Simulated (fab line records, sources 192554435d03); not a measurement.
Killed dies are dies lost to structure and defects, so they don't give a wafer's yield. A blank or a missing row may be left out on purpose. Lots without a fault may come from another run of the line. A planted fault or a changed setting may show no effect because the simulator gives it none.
fab line records | flow n5_finfet
record lots=7 wafers=39
route steps=1938 shown HKMG_FIN@395 MOL_CONTACT_COAG@532
start_h: hours from the record's first day to the start of the lot's first wafer shown | wait_h: hours since the lot's step before | " the same as in the row above | L1.1+2: a row that stands for several wafers | - no value, or no start given | * or withheld: withheld | < > ~ a bound
route shown NAME@n: a module of which the file shows steps, and the number in the route of the first | usual: mean/standard deviation of fault-free wafers | same: alike in all rows | chamber/n: place in a boat | sites: the reading at each site | _std_site: their standard deviation | _edge_site: outer sites' mean less inner sites' | radius_mm: how far each site lies from the wafer's centre | mask NAME#n: copy n | behind: the tool/chamber that last shaped the wafer | hold: why the lot was held/for how many hours/how that ended | device: the transistor (n, p or np) that didn't switch | end of line: the same wafers' tests at the end of the route | a step without rows: its recipe alone | killed: dies lost to structure and defects at the first sort, not the wafer's yield | map: a wafer's dies, x killed, . not, _ none there
set.NAME: the setting as run; set.NAME@STEP: as run at that earlier step | model.NAME: the simulator's own value behind a step, which no gauge read
lots whose settings were changed on purpose; a table a step, a row a wafer
## steps
# step N5_HKMG_FIN_EXPOSE_46
# recipe mask_id=NDIPOLE na=1.35 source_shape=conventional sigma_outer=0.8 polarization=unpolarized dose_mj=40
# columns lot.wafer tool chamber start_h wait_h mask set.dose_mj
L074.1+4+6 arfi_scanner-03 0 72.92 - NDIPOLE#0 37.6
L074.2+3+5 " 0 " " NDIPOLE#0 40
L079.1+3+6 arfi_scanner-01 0 105.89 - NDIPOLE#0 40
L079.2+4+5 " 0 " " NDIPOLE#0 39.11
L083.1+2+3 arfi_scanner-02 0 126.93 - NDIPOLE#0 41.86
L083.4+5+6 " 0 " " NDIPOLE#0 40
L087.1+2+6 arfi_scanner-01 0 148.96 - NDIPOLE#0 40
L088.1+2+3 arfi_scanner-01 0 156.16 - NDIPOLE#0 38.8
L088.4+5+6 " 0 " " NDIPOLE#0 40
L091.1+2+6 arfi_scanner-03 0 171.63 - NDIPOLE#0 40
L091.3+4+5 " 0 " " NDIPOLE#0 41.58
L094.1+2+3+4+5+6 arfi_scanner-03 0 202.53 - NDIPOLE#0 40
# step N5_HKMG_FIN_PEB_47
# recipe peb_temp_c=withheld peb_time_s=60 resist=CAR-ArF
# step N5_HKMG_FIN_DEVELOP_48
# recipe develop_time_s=30 developer=TMAH resist=CAR-ArF rinse_liquid=diw dry=air_spin dev_temp_c=23
# step N5_HKMG_FIN_CD_MEAS_49
# recipe target_cd_nm=202 landing_energy_ev=500 detector=se_inlens polarity=opening
# usual cd_nm=201.6/0.87
# columns lot.wafer tool chamber start_h wait_h set.dose_mj@HKMG_FIN_EXPOSE_46 cd_nm
L074.1 cd_sem-01 0 73.04 - 37.6 198.9
L074.2 " 0 " " 40 200.7
L074.3 " 0 " " 40 202.3
L074.4 " 0 " " 37.6 197.9
L074.5 " 0 " " 40 201.7
L074.6 " 0 " " 37.6 199.2
L079.1 cd_sem-02 0 106.02 - 40 201.3
L079.2 " 0 " " 39.11 200.4
L079.3 " 0 " " 40 202.1
L079.4 " 0 " " 39.11 201.2
L079.5 " 0 " " 39.11 200.5
L079.6 " 0 " " 40 200.8
L083.1 cd_sem-03 0 127.05 - 41.86 203.4
L083.2 " 0 " " 41.86 203.0
L083.3 " 0 " " 41.86 203.1
L083.4 " 0 " " 40 201.0
L083.5 " 0 " " 40 201.3
L083.6 " 0 " " 40 200.6
L087.1 cd_sem-02 0 149.09 - 40 200.8
L087.2 " 0 " " 40 201.8
L087.6 " 0 " " 40 201.5
L088.1 cd_sem-03 0 156.28 - 38.8 199.3
L088.2 " 0 " " 38.8 199.4
L088.3 " 0 " " 38.8 200.8
L088.4 " 0 " " 40 200.7
L088.5 " 0 " " 40 202.9
L088.6 " 0 " " 40 201.7
L091.1 cd_sem-01 0 171.75 - 40 203.3
L091.2 " 0 " " 40 203.5
L091.3 " 0 " " 41.58 205.3
L091.4 " 0 " " 41.58 205.2
L091.5 " 0 " " 41.58 205.3
L091.6 " 0 " " 40 202.3
L094.1 cd_sem-01 0 202.66 - 40 201.2
L094.2 " 0 " " 40 201.4
L094.3 " 0 " " 40 202.4
L094.4 " 0 " " 40 201.6
L094.5 " 0 " " 40 202.3
L094.6 " 0 " " 40 202.0
# step N5_HKMG_FIN_DESCUM_53
# recipe chemistry=O2 time_s=7.9 source_power_w=50 bias_power_w=20 pressure_mtorr=20 rf_frequency_hz=2.712e+07 temp_c=40 resist=CAR-ArF o2_flow_sccm=225
# step N5_HKMG_FIN_ETCH_54
# recipe chemistry=CF4 target=SiARC target_depth_a=455 mask_material=CAR-ArF time_s=75.8 ion_energy_ev=80 pressure_mtorr=40 source_w=545 bias_w=36 Ar_flow_sccm=100 cf4_flow_sccm=100 ends=cleared
# columns lot.wafer tool chamber start_h wait_h set.dose_mj@HKMG_FIN_EXPOSE_46 model.HKMG_FIN.cd_offset_nm
L074.1 rie_diel-01 1 73.43 0.0 37.6 -3
L074.2 " 0 " " 40 -1.6
L074.3 " 3 " " 40 -0.2
L074.4 " 2 " " 37.6 -3.6
L074.5 " 2 " " 40 0
L074.6 " 1 " " 37.6 -2.6
L079.1 rie_diel-05 2 106.14 0.0 40 -1
L079.2+4 " 1,3 " " 39.11 -1.2
L079.3 " 0 " " 40 0.2
L079.5 " 0 " " 39.11 -1.8
L079.6 " 1 " " 40 -0.8
L083.1 rie_diel-05 0 127.17 0.0 41.86 1.2
L083.2 " 1 " " 41.86 1.6
L083.3 " 2 " " 41.86 0.8
L083.4 " 3 " " 40 -1.4
L083.5 " 1 " " 40 -1
L083.6 " 2 " " 40 -1.8
L087.1 rie_diel-01 0 149.21 0.0 40 -1
L087.2+6 " 3,0 " " 40 -0.6
L088.1 rie_diel-06 2 156.73 0.0 38.8 -2.6
L088.2 " 0 " " 38.8 -2.8
L088.3 " 1 " " 38.8 -1.6
L088.4 " 3 " " 40 -1
L088.5 " 2 " " 40 0.6
L088.6 " 3 " " 40 -0.2
L091.1+2 rie_diel-01 1,0 171.88 0.0 40 1.4
L091.3+5 " 3,0 " " 41.58 3
L091.4 " 2 " " 41.58 3.4
L091.6 " 1 " " 40 0.2
L094.1 rie_diel-01 3 202.78 0.0 40 -0.6
L094.2 " 0 " " 40 -1
L094.3 " 2 " " 40 0.4
L094.4 " 1 " " 40 -0.2
L094.5 " 2 " " 40 1
L094.6 " 1 " " 40 0.2
# step N5_MOL_CONTACT_COAG_ETCH_106
# recipe chemistry=N2/H2 target=SOC target_depth_a=800 overetch_a=160 mask_material=SiARC temp_c=40 time_s=120 ion_energy_ev=200 pressure_mtorr=30 source_w=840 bias_w=150 n2_flow_sccm=200 h2_flow_sccm=200
# usual rf_vpp_V=524.4/2.5
# columns lot.wafer tool chamber start_h wait_h set.source_w rf_vpp_V
L074.1 rie_diel-06 0 89.11 0.0 732.5 545.3
L074.2 " 1 " " 732.5 548.2
L074.3 " 2 " " 840 522.6
L074.4 " 3 " " 732.5 550.2
L074.5 " 1 " " 840 524.5
L074.6 " 0 " " 840 521.0
L079.1 rie_diel-06 1 122.71 0.0 840 522.8
L079.2 " 3 " " 840 526.4
L079.3 " 0 " " 840 521.7
L079.4 " 2 " " 840 521.4
L079.5 " 1 " " 840 524.1
L079.6 " 0 " " 840 521.4
L083.1 rie_diel-06 2 145.00 0.0 840 523.2
L083.2 " 3 " " 840 526.1
L083.3 " 0 " " 840 521.4
L083.4 " 0 " " 840 521.8
L083.5 " 3 " " 840 526.9
L083.6 " 2 " " 840 521.7
L087.1 rie_diel-05 3 164.94 0.0 840 522.1
L087.2 " 2 " " 840 528.6
L087.6 " 3 " " 840 523.0
L088.1 rie_diel-06 0 172.99 0.0 840 521.4
L088.2 " 2 " " 840 522.0
L088.3 " 3 " " 757.5 545.4
L088.4 " 1 " " 757.5 541.2
L088.5 " 0 " " 757.5 539.5
L088.6 " 1 " " 840 523.2
L091.1 rie_diel-01 2 187.64 0.0 745 545.6
L091.2 " 1 " " 840 520.5
L091.3 " 0 " " 840 527.1
L091.4 " 3 " " 840 527.0
L091.5 " 2 " " 745 547.1
L091.6 " 3 " " 745 547.3
L094.1 rie_diel-06 0 218.49 0.0 840 520.1
L094.2 " 1 " " 840 521.9
L094.3 " 2 " " 950.9 500.7
L094.4 " 3 " " 840 525.2
L094.5 " 1 " " 950.9 502.5
L094.6 " 0 " " 950.9 500.1
# step N5_MOL_CONTACT_COAG_ALD_133
# recipe material=SiO2 target_thk_a=50 temp_c=100 ald_precursor_family=BDEAS ald_co_reactant=O2-plasma pulse_time_s=1 co_reactant_pulse_time_s=1 purge_time_s=2 co_reactant_purge_time_s=2 ald_cycles=35 pressure_torr=2
# columns lot.wafer tool chamber start_h wait_h set.ald_cycles model.SiO2_of_MOL_CONTACT_COAG_ALD_133.thk_nm
L074.1+2+3+4+5+6 ald_sin-04 0,3,2,1,1,0 100.25 0.1 35 5
L079.1+6 ald_sin-04 3,0 137.30 1.0 29 4.2
L079.2 " 1 " " 29 4
L079.3+4+5 " 2,0,3 " " 35 5
L083.1 ald_sin-04 3 156.07 0.1 30 4.4
L083.2+5 " 1,3 " " 30 4.2
L083.3+4+6 " 2,0,2 " " 35 5
L087.1+2+6 ald_sin-03 0,2,0 176.93 0.1 35 5
L088.1+3+6 ald_sin-04 0,3,2 185.92 0.1 35 5
L088.2+4+5 " 2,1,3 " " 39 5.6
L091.1+4+5 ald_sin-02 2,0,2 199.35 0.2 38 5.4
L091.2+3+6 " 3,1,1 " " 35 5
L094.1+5+6 ald_sin-04 3,3,2 231.40 0.1 32 4.6
L094.2+3+4 " 1,2,0 " " 35 5
## key
split step=N5_HKMG_FIN_EXPOSE_46 setting=dose_mj stated=40 by=wafer
response step=N5_HKMG_FIN_CD_MEAS_49 reading=cd_nm change=+0.503 per=1% r=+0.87
response step=N5_HKMG_FIN_ETCH_54 reading=model.HKMG_FIN.cd_offset_nm change=+0.501 per=1% r=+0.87
split step=N5_MOL_CONTACT_COAG_ETCH_106 setting=source_w stated=840 by=wafer
response step=N5_MOL_CONTACT_COAG_ETCH_106 reading=rf_vpp_V change=-1.86 per=1% r=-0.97
split step=N5_MOL_CONTACT_COAG_ALD_133 setting=ald_cycles stated=35 by=wafer
response step=N5_MOL_CONTACT_COAG_ALD_133 reading=model.SiO2_of_MOL_CONTACT_COAG_ALD_133.thk_nm change=+0.0504 per=1% r=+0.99
